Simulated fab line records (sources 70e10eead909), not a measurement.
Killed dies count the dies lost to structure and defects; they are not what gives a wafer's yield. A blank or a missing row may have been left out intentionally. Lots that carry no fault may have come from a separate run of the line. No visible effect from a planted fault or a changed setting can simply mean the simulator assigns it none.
Which of the tools did it? -- flow nand harc -- 10 lots, 30 wafers sampled, at 5 steps of a route of 1302

## WHAT THE GAUGES SHOWED, per wafer
NHARC_END_WLT_00. Usual: VT_DECK1_BOTTOM 0.872, standard deviation 0.0069; VT_DECK1_BOTTOM_INNER 0.872, standard deviation 0.0075; VT_DECK1_MEDIAN_NEAR_BOTTOM 0.873, standard deviation 0.0076; VT_DECK1_MEDIAN_NEAR_BOTTOM_INNER 0.873, standard deviation 0.0075; VT_DECK1_MIDDLE 0.886, standard deviation 0.0068; VT_DECK1_MIDDLE_INNER 0.884, standard deviation 0.0077; VT_DECK1_TOP 0.897, standard deviation 0.0071; VT_DECK1_TOP_INNER 0.896, standard deviation 0.0074; VT_DECK2_BOTTOM 0.871, standard deviation 0.0071; VT_DECK2_BOTTOM_INNER 0.872, standard deviation 0.0071; VT_DECK2_MEDIAN_NEAR_BOTTOM 0.873, standard deviation 0.0075; VT_DECK2_MEDIAN_NEAR_BOTTOM_INNER 0.872, standard deviation 0.0075; VT_DECK2_MIDDLE 0.883, standard deviation 0.0071; VT_DECK2_MIDDLE_INNER 0.883, standard deviation 0.0072; VT_DECK2_TOP 0.894, standard deviation 0.008; VT_DECK2_TOP_INNER 0.895, standard deviation 0.0079.
lot,measured,on,VT_DECK1_BOTTOM,VT_DECK1_BOTTOM_INNER,VT_DECK1_MEDIAN_NEAR_BOTTOM,VT_DECK1_MEDIAN_NEAR_BOTTOM_INNER,VT_DECK1_MIDDLE,VT_DECK1_MIDDLE_INNER,VT_DECK1_TOP,VT_DECK1_TOP_INNER,VT_DECK2_BOTTOM,VT_DECK2_BOTTOM_INNER,VT_DECK2_MEDIAN_NEAR_BOTTOM,VT_DECK2_MEDIAN_NEAR_BOTTOM_INNER,VT_DECK2_MIDDLE,VT_DECK2_MIDDLE_INNER,VT_DECK2_TOP,VT_DECK2_TOP_INNER,flag
L752,day 24 01:21,prober-02,0.869 0.873 0.864,0.863 0.872 0.876,0.872 0.871 0.872,0.867 0.870 0.866,0.881 0.882 0.881,0.879 0.886 0.882,0.895 0.894 0.897,0.887 0.892 0.889,0.881 0.881 0.870,0.875 0.885 0.873,0.877 0.891 0.880,0.880 0.880 0.881,0.884 0.890 0.890,0.889 0.893 0.884,0.899 0.899 0.890,0.892 0.903 0.901,
L753,day 24 09:06,prober-01,0.863 0.875 0.872,0.867 0.869 0.862,0.868 0.883 0.858,0.867 0.874 0.860,0.881 0.882 0.880,0.882 0.887 0.874,0.886 0.889 0.892,0.888 0.896 0.898,0.868 0.872 0.879,0.867 0.877 0.880,0.870 0.884 0.883,0.868 0.881 0.877,0.881 0.882 0.884,0.885 0.884 0.893,0.891 0.887 0.898,0.900 0.892 0.892,
L755,day 25 23:07,prober-01,0.869 0.873 0.862,0.867 0.869 0.869,0.868 0.878 0.870,0.866 0.876 0.871,0.889 0.884 0.882,0.881 0.885 0.878,0.896 0.894 0.900,0.903 0.897 0.899,0.869 0.861 0.866,0.865 0.862 0.872,0.868 0.866 0.876,0.877 0.861 0.868,0.884 0.877 0.869,0.882 0.875 0.876,0.890 0.881 0.890,0.877 0.879 0.883,
L757,day 25 23:08,prober-02,0.868 0.872 0.872,0.861 0.867 0.876,0.869 0.870 0.871,0.869 0.870 0.875,0.883 0.868 0.885,0.881 0.878 0.869,0.892 0.888 0.889,0.892 0.889 0.890,0.869 0.872 0.856,0.874 0.879 0.869,0.868 0.881 0.866,0.877 0.883 0.868,0.886 0.892 0.888,0.883 0.888 0.885,0.893 0.891 0.894,0.903 0.896 0.900,
L758,day 26 19:06,prober-02,0.887 0.886 0.889,0.886 0.894 0.882,0.883 0.887 0.883,0.886 0.886 0.895,0.902 0.903 0.901,0.892 0.899 0.903,0.911 0.908 0.913,0.909 0.918 0.902,0.880 0.877 0.884,0.880 0.880 0.874,0.875 0.883 0.883,0.881 0.879 0.878,0.887 0.891 0.897,0.886 0.888 0.894,0.913 0.902 0.897,0.893 0.899 0.916,
L761,day 28 02:53,prober-01,0.866 0.873 0.876,0.872 0.878 0.873,0.877 0.867 0.877,0.870 0.876 0.872,0.890 0.895 0.887,0.888 0.884 0.888,0.890 0.903 0.900,0.897 0.905 0.904,0.872 0.864 0.869,0.867 0.865 0.873,0.870 0.872 0.872,0.867 0.868 0.875,0.884 0.881 0.885,0.875 0.872 0.887,0.887 0.889 0.889,0.891 0.889 0.893,
L763,day 29 01:41,prober-02,0.872 0.869 0.875,0.873 0.875 0.867,0.874 0.877 0.871,0.886 0.874 0.868,0.885 0.887 0.887,0.890 0.887 0.893,0.905 0.902 0.903,0.907 0.901 0.901,0.866 0.860 0.862,0.867 0.870 0.867,0.865 0.873 0.864,0.864 0.867 0.871,0.873 0.876 0.873,0.879 0.879 0.876,0.882 0.881 0.884,0.875 0.880 0.884,
L764,day 29 02:41,prober-01,0.873 0.872 0.870,0.868 0.872 0.864,0.873 0.866 0.863,0.872 0.874 0.868,0.880 0.887 0.881,0.885 0.886 0.887,0.892 0.898 0.899,0.902 0.891 0.891,0.870 0.869 0.865,0.865 0.877 0.866,0.862 0.861 0.866,0.864 0.875 0.870,0.873 0.872 0.884,0.886 0.872 0.881,0.905 0.887 0.891,0.890 0.894 0.892,
L767,day 29 22:04,prober-02,0.871 0.863 0.867,0.869 0.865 0.877,0.868 0.871 0.870,0.873 0.872 0.868,0.882 0.880 0.878,0.890 0.880 0.885,0.892 0.888 0.894,0.894 0.893 0.895,0.866 0.878 0.868,0.861 0.864 0.881,0.863 0.866 0.862,0.863 0.868 0.871,0.880 0.881 0.881,0.881 0.883 0.885,0.895 0.891 0.892,0.896 0.892 0.891,
L770,day 31 15:56,prober-01,0.870 0.871 0.867,0.866 0.868 0.872,0.869 0.873 0.872,0.872 0.877 0.869,0.888 0.881 0.886,0.875 0.875 0.875,0.889 0.892 0.888,0.899 0.881 0.889,0.872 0.873 0.876,0.878 0.878 0.873,0.876 0.877 0.867,0.874 0.878 0.871,0.882 0.885 0.886,0.890 0.880 0.876,0.898 0.892 0.888,0.895 0.893 0.892,

NHARC_END_SORT_01. Usual: killed at array 53, standard deviation 20; killed at other 1, standard deviation 1.2; killed at periphery 3.7, standard deviation 2.6; killed dies 58, standard deviation 20; killed open 3.5, standard deviation 1.8; killed short 2.4, standard deviation 1.7.
lot,measured,on,killed at array,killed at other,killed at periphery,killed dies,killed open,killed short,flag
L753,day 24 12:27,prober-01,39 47 52,0 0 0,0 6 2,39 53 54,1 5 4,1 4 6,
L755,day 26 02:22,prober-01,25 34 35,0 0 1,2 1 3,27 35 39,0 3 3,1 2 3,
L763,day 29 04:59,prober-02,60 52 60,0 0 0,6 4 10,66 56 70,3 5 3,5 0 3,
L764,day 29 06:35,prober-01,77 62 91,0 4 0,5 7 5,82 73 96,2 1 6,5 5 3,
L770,day 31 19:31,prober-01,55 43 120,2 0 0,4 2 1,61 45 121,2 4 3,2 0 0,

## WHICH TOOL RAN EACH LOT (tool, then ch and the chambers of the sampled wafers, then the start)
lot,NHARC_A_CONTACT_ETCH_110,NHARC_THIN_TSV_STRIP_45,NHARC_THIN_TSV_ETCH_36
L752,"rie diel-11 ch 0,3, day 22 09:26","plasma asher-01 ch 0,1, day 23 15:03","rie metal-01 ch 0,1, day 23 20:28"
L753,"rie diel-13 ch 0,1, day 22 12:28","plasma asher-01 ch 0, day 23 20:23","rie metal-03 ch 0,1, day 24 01:55"
L755,"rie diel-13 ch 0,1,2, day 24 02:37","plasma asher-02 ch 0, day 25 12:30","rie metal-02 ch 0,1, day 25 17:56"
L757,"rie diel-10 ch 0,2,3, day 24 05:50","plasma asher-01 ch 0,1, day 25 11:21","rie metal-01 ch 0,1, day 25 16:53"
L758,"rie diel-11 ch 0,2,3, day 24 23:32","plasma asher-01 ch 0,1, day 26 06:58","rie metal-03 ch 0,1, day 26 12:34"
L761,"rie diel-11 ch 1,2,3, day 26 04:01","plasma asher-01 ch 0,1, day 27 12:02","rie metal-02 ch 0,1, day 27 17:23"
L763,"rie diel-10 ch 0,3, day 27 06:31","plasma asher-01 ch 0,1, day 28 15:22","rie metal-03 ch 0,1, day 28 21:21"
L764,"rie diel-13 ch 2,3, day 27 08:03","plasma asher-02 ch 0,1, day 28 14:16","rie metal-02 ch 0,1, day 28 19:37"
L767,"rie diel-10 ch 0,1,3, day 28 01:59","plasma asher-02 ch 0,1, day 29 12:47","rie metal-03 ch 0,1, day 29 18:17"
L770,"rie diel-10 ch 0,1,3, day 29 22:19","plasma asher-01 ch 0,1, day 31 05:20","rie metal-01 ch 0,1, day 31 10:40"
- NHARC_A_CONTACT_ETCH_110: etches the open film in CF4/O2, target depth 60 nm, overetch 6 nm, time 33 s.
- NHARC_THIN_TSV_STRIP_45: strips in O2.
- NHARC_THIN_TSV_ETCH_36: etches the open film in Cl2/BCl3, target depth 65 nm, time 18.571 s.

## AS READ BY THE TOOLS THEMSELVES (means over the sampled wafers that have a number; for cases with no such wafer, the mark the record gives instead)
NHARC_A_CONTACT_ETCH_110. Usual: drypump motor current A 5.8 A, standard deviation 0.51; oes_o_777_au 1.000 a.u., standard deviation 0.0043; oes product au 1.003 a.u., standard deviation 0.0099; rf vpp V 197.5 V, standard deviation 1.5; showerhead plenum p Torr 1.32 Torr, standard deviation 0.063; throttle valve pct 13.397 %, standard deviation 0.0094.
lot,tool,drypump motor current A (A),oes_o_777_au (a.u.),oes product au (a.u.),rf vpp V (V),showerhead plenum p Torr (Torr),throttle valve pct (%),flag
L752,rie diel-11,6.0,1.003,1.001,198.7,1.38,13.389,
L753,rie diel-13,5.6,0.999,0.987,197.7,1.31,13.390,
L755,rie diel-13,5.8,0.995,0.987,197.4,1.31,13.397,
L757,rie diel-10,6.0,1.000,1.011,198.5,1.36,13.393,
L758,rie diel-11,5.7,1.001,0.999,197.9,1.35,13.398,
L761,rie diel-11,6.1,1.000,1.007,197.1,1.33,13.401,
L763,rie diel-10,6.2,0.998,1.013,197.4,1.33,13.392,
L764,rie diel-13,5.4,0.997,1.008,196.6,1.26,13.399,
L767,rie diel-10,6.2,0.999,1.005,197.5,1.31,13.408,
L770,rie diel-10,6.2,0.999,1.010,197.7,1.30,13.397,

NHARC_THIN_TSV_STRIP_45. Usual: drypump motor current A 5.8 A, standard deviation 0.41; heater power w 314 W, standard deviation 18; temp c 249.99 C, standard deviation 0.18.
lot,tool,drypump motor current A (A),heater power w (W),temp c (C),flag
L752,plasma asher-01,5.8,303,250.12,
L753,plasma asher-01,5.2,323,249.98,
L755,plasma asher-02,5.8,343,250.24,
L757,plasma asher-01,5.9,307,249.81,
L758,plasma asher-01,5.9,302,250.04,
L761,plasma asher-01,5.9,301,250.09,
L763,plasma asher-01,5.9,301,250.01,
L764,plasma asher-02,5.9,328,250.06,
L767,plasma asher-02,5.9,325,249.96,
L770,plasma asher-01,5.5,317,249.85,

NHARC_THIN_TSV_ETCH_36. Usual: drypump motor current A 5.5 A, standard deviation 0.35; oes product au 0.998 a.u., standard deviation 0.0085.
lot,tool,drypump motor current A (A),oes product au (a.u.),flag
L752,rie metal-01,5.8,0.995,
L753,rie metal-03,5.2,0.996,
L755,rie metal-02,5.7,0.996,
L757,rie metal-01,5.8,1.002,
L758,rie metal-03,5.2,1.006,
L761,rie metal-02,5.7,0.992,
L763,rie metal-03,5.1,1.001,
L764,rie metal-02,5.7,0.994,
L767,rie metal-03,5.1,1.005,
L770,rie metal-01,5.8,1.009,

## THE ANSWER, worked out from the rows above alone
Rule: lot off if the mean of its wafers having a number is beyond 3 standard deviations from the usual mean. A lot without any number at a reading at which 4 lots or more have one is off too. All remaining lots with rows at the step are treated as sound. After the gauges, taken in route order, come the tools' own readings; for these a lot's mean is taken, as printed above. The first step at which some lot is off is used, and at that step the reading that is off furthest; a lot without a number counts as furthest.
No lot is off at any reading shown: from this, nothing can be told.

## WHAT THE SIMULATOR HAD PUT IN
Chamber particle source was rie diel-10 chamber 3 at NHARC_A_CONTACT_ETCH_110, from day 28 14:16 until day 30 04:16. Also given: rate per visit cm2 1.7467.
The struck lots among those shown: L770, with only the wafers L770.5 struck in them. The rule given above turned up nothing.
